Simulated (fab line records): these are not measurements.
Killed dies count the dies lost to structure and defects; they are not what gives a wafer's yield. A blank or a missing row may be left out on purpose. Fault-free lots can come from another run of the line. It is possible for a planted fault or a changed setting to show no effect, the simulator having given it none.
The tool behind it: which one?	flow nand-harc	Sampling: 13 lots, 39 wafers, 5 of 1302 route steps

## WHAT EACH GAUGE READ, for each wafer
NHARC_A_M1_CD_MEAS_09 targets a cd of 120 nm. Usual: cd-nm reads 120.2 nm (standard deviation 0.67).
lot	measured	on	cd-nm (nm)	flag
L293	day 23 15:10	cd-sem-03	120.5 120.0 119.8	
L294	day 23 17:46	cd-sem-03	120.0 118.7 120.3	
L296	day 24 07:37	cd-sem-03	119.6 120.6 119.8	
L298	day 25 02:34	cd-sem-03	120.7 121.0 120.2	
L297	day 25 02:56	cd-sem-03	121.3 120.7 120.8	
L299	day 25 18:24	cd-sem-02	121.1 120.1 120.0	
L300	day 26 21:30	cd-sem-03	121.2 120.5 120.8	
L301	day 27 22:28	cd-sem-03	119.6 120.0 120.2	
L304	day 28 01:24	cd-sem-02	119.4 120.2 120.4	
L305	day 28 03:55	cd-sem-02	120.7 120.4 119.8	
L302	day 28 04:17	cd-sem-01	120.6 120.4 121.0	
L312	day 31 01:15	cd-sem-02	120.4 118.2 119.8	
L313	day 31 22:59	cd-sem-01	120.2 119.9 119.9	

NHARC_A_M1_INSPECT_11. Usual: raw-defect-count reads 85 (standard deviation 29).
lot	measured	on	raw-defect-count	flag
L293	day 23 15:17	defect-inspect-02	105 131 131	
L294	day 23 17:53	defect-inspect-02	99 108 109	
L296	day 24 07:45	defect-inspect-02	59 59 87	
L298	day 25 02:41	defect-inspect-01	121 115 127	
L297	day 25 03:04	defect-inspect-01	85 86 67	
L299	day 25 18:31	defect-inspect-01	104 53 72	
L300	day 26 21:37	defect-inspect-01	91 79 74	
L301	day 27 22:35	defect-inspect-01	86 91 92	
L304	day 28 01:31	defect-inspect-01	24 42 35	
L305	day 28 04:03	defect-inspect-02	56 58 78	
L302	day 28 04:24	defect-inspect-01	118 122 109	
L312	day 31 01:22	defect-inspect-02	87 81 92	
L313	day 31 23:07	defect-inspect-01	66 67 66	

NHARC_END_SORT_01. Usual: for defect-limited-yield, 90.6 % with a standard deviation of 2.3; for killed-at-array, 59 with a standard deviation of 16; for killed-at-other, 0.8 with a standard deviation of 1.1; for killed-at-periphery, 3.6 with a standard deviation of 2.4; for killed-dies, 64 with a standard deviation of 16; for killed-open, 3.4 with a standard deviation of 1.8; for killed-short, 2.5 with a standard deviation of 1.6.
lot	measured	on	defect-limited-yield (%)	killed-at-array	killed-at-other	killed-at-periphery	killed-dies	killed-open	killed-short	flag
L293	day 25 04:42	prober-01	91.9 87.7 86.1	50 80 92	2 0 0	3 3 2	55 83 94	1 4 6	3 7 3	
L296	day 25 18:37	prober-01	93.1 92.6 90.4	40 43 58	3 3 2	4 4 5	47 50 65	3 4 3	2 8 2	
L298	day 26 15:10	prober-01	88.3	71	0	8	79	9	2	OFF
L297	day 26 14:24	prober-02	90.8	60	1	1	62	2	4	
L299	day 27 08:58	prober-01	89.7 92.6 92.9	70 47 48	0 0 0	0 3 0	70 50 48	1 7 0	2 3 0	
L300	day 28 12:52	prober-02	90.0 89.8 90.7	57 58 54	1 3 2	10 8 7	68 69 63	2 7 4	1 2 2	
L301	day 29 18:06	prober-02	89.2 90.4 91.1	64 60 52	1 3 0	8 2 8	73 65 60	5 2 3	1 1 0	
L304	day 29 18:07	prober-01	96.6 94.1 93.5	21 37 39	0 1 0	2 2 5	23 40 44	1 4 2	1 1 5	
L305	day 29 10:20	prober-02	93.6 92.0 91.0	38 46 54	0 1 0	5 7 7	43 54 61	2 3 5	3 3 4	
L302	day 30 02:42	prober-02	89.5 89.7 90.5	67 67 61	0 0 1	4 3 2	71 70 64	6 5 0	0 4 2	
L312	day 32 20:16	prober-01	0 0 0	674 676 677	0 0 0	3 1 0	677 677 677	3 5 3	2 3 3	OFF
L313	day 33 13:08	prober-02	0 0 0	665 669 670	2 4 2	10 4 5	677 677 677	2 4 1	2 1 1	OFF

## WHICH TOOL RAN EACH LOT (tool, then ch and the chambers of the sampled wafers, then the start)
lot	NHARC_A_M1_ETCH_35	NHARC_A_M1_PVD_21
L293	rie-diel-11 ch 0,1,3, day 23 15:26	pvd-sputter-02, day 25 04:42 or earlier
L294	rie-diel-01 ch 0,2, day 23 18:04	pvd-sputter-02, no start
L296	rie-diel-11 ch 0,1,3, day 24 07:53	pvd-sputter-01, day 25 18:37 or earlier
L298	rie-diel-01 ch 2,3, day 25 02:50	pvd-sputter-02, day 26 15:10 or earlier
L297	rie-diel-11 ch 1,3, day 25 03:13	pvd-sputter-03, day 26 14:24 or earlier
L299	rie-diel-12 ch 0,3, day 25 18:40	pvd-sputter-01, day 27 08:58 or earlier
L300	rie-diel-01 ch 0,3, day 26 21:46	pvd-sputter-02, day 28 12:52 or earlier
L301	rie-diel-01 ch 0,1,3, day 27 22:44	pvd-sputter-03, day 29 18:06 or earlier
L304	rie-diel-01 ch 0,1,2, day 28 01:41	pvd-sputter-03, day 29 18:07 or earlier
L305	rie-diel-12 ch 1,2,3, day 28 04:12	pvd-sputter-03, day 29 10:20 or earlier
L302	rie-diel-11 ch 1,3, day 28 04:33	pvd-sputter-01, day 30 02:42 or earlier
L312	rie-diel-12 ch 0,1, day 31 01:33	pvd-sputter-02, day 32 20:16 or earlier
L313	rie-diel-11 ch 0,1,3, day 31 23:16	pvd-sputter-01, day 33 13:08 or earlier
- NHARC_A_M1_ETCH_35: etches the open film in N2/H2, target depth 40 nm, overetch 12 nm, time 43.94 s.
- NHARC_A_M1_PVD_21: deposits Cu, target thk 30 nm, time 20.49 s.

## AS READ BY THE TOOLS THEMSELVES (means over the sampled wafers that have a number; for cases with no such wafer, the mark the record gives instead)
NHARC_A_M1_ETCH_35. Usual: for bias-w, 150.0 W with a standard deviation of 0.48; for chamber-pressure-mTorr, 29.997 mTorr with a standard deviation of 0.03; for drypump-motor-current-A, 5.7 A with a standard deviation of 0.62; for oes-product-au, 1.001 a.u. with a standard deviation of 0.011; for rf-vpp-V, 429.4 V with a standard deviation of 2.3; for showerhead-plenum-p-Torr, 2.00 Torr with a standard deviation of 0.082; for throttle-valve-pct, 14.171 % with a standard deviation of 0.0087.
lot	tool	bias-w (W)	chamber-pressure-mTorr (mTorr)	drypump-motor-current-A (A)	oes-product-au (a.u.)	rf-vpp-V (V)	showerhead-plenum-p-Torr (Torr)	throttle-valve-pct (%)	flag
L293	rie-diel-11	149.8	30.040	5.9	1.021	429.2	1.99	14.170	
L294	rie-diel-01	150.6	29.964	5.0	0.995	431.9	2.09	14.171	
L296	rie-diel-11	150.2	29.971	6.0	1.012	429.3	1.99	14.169	
L298	rie-diel-01	149.9	30.014	5.5	0.997	429.7	2.01	14.163	
L297	rie-diel-11	150.1	29.975	5.4	1.023	429.2	1.99	14.170	
L299	rie-diel-12	150.4	30.014	5.2	1.004	430.7	2.02	14.169	
L300	rie-diel-01	149.2	30.015	5.5	0.999	430.3	2.05	14.178	
L301	rie-diel-01	149.9	30.013	5.7	1.000	430.6	2.02	14.171	
L304	rie-diel-01	150.7	29.992	5.5	0.998	429.3	2.01	14.169	
L305	rie-diel-12	149.8	29.972	5.8	1.001	427.2	1.94	14.174	
L302	rie-diel-11	150.0	30.027	6.0	0.994	430.3	2.06	14.176	
L312	rie-diel-12	-	-	-	-	-	-	-	OFF
L313	rie-diel-11	-	-	-	-	-	-	-	OFF

NHARC_A_M1_PVD_21. Usual: throttle-valve-pct reads 30.4 % (standard deviation 1.2).
lot	tool	throttle-valve-pct (%)	flag
L293	pvd-sputter-02	31.0	
L294	pvd-sputter-02	30.7	
L296	pvd-sputter-01	30.6	
L298	pvd-sputter-02	30.3	
L297	pvd-sputter-03	28.6	
L299	pvd-sputter-01	30.1	
L300	pvd-sputter-02	31.5	
L301	pvd-sputter-03	29.1	
L304	pvd-sputter-03	29.1	
L305	pvd-sputter-03	30.6	
L302	pvd-sputter-01	30.1	
L312	pvd-sputter-02	30.9	
L313	pvd-sputter-01	30.3	

## THE ANSWER, worked out from the rows above alone
Rule: a lot counts as off when the mean over its wafers that have a number is more than 3 standard deviations away from the usual mean. Also off: a lot with no number at a reading for which 4 or more lots have one. Where the step has rows for the other lots, those lots are counted as sound. Order of review: gauges by route order, followed by the tools' own readings, for which a lot's mean as printed above is used. At the first step where some lot is off, the reading lying furthest off is the one used; lots without a number count as furthest.
Off, at NHARC_END_SORT_01 on defect-limited-yield: L312, L313. Neither off nor sound, because the step has no rows for them: L294.
If a tool, at a process step before that reading, ran all the lots that are off and no sound lot after the first of them, it fits. Not tried: the gauges at NHARC_END_SORT_01; whatever is off there is also off at NHARC_A_M1_ETCH_35, on other tools, and gauge error can't account for it. Because NHARC_A_M1_PVD_21 lacks a start for some lots, the hours and order of its lots are taken from NHARC_END_SORT_01. Not one of the candidates tried fits.

## WHAT THE SIMULATOR HAD INSERTED
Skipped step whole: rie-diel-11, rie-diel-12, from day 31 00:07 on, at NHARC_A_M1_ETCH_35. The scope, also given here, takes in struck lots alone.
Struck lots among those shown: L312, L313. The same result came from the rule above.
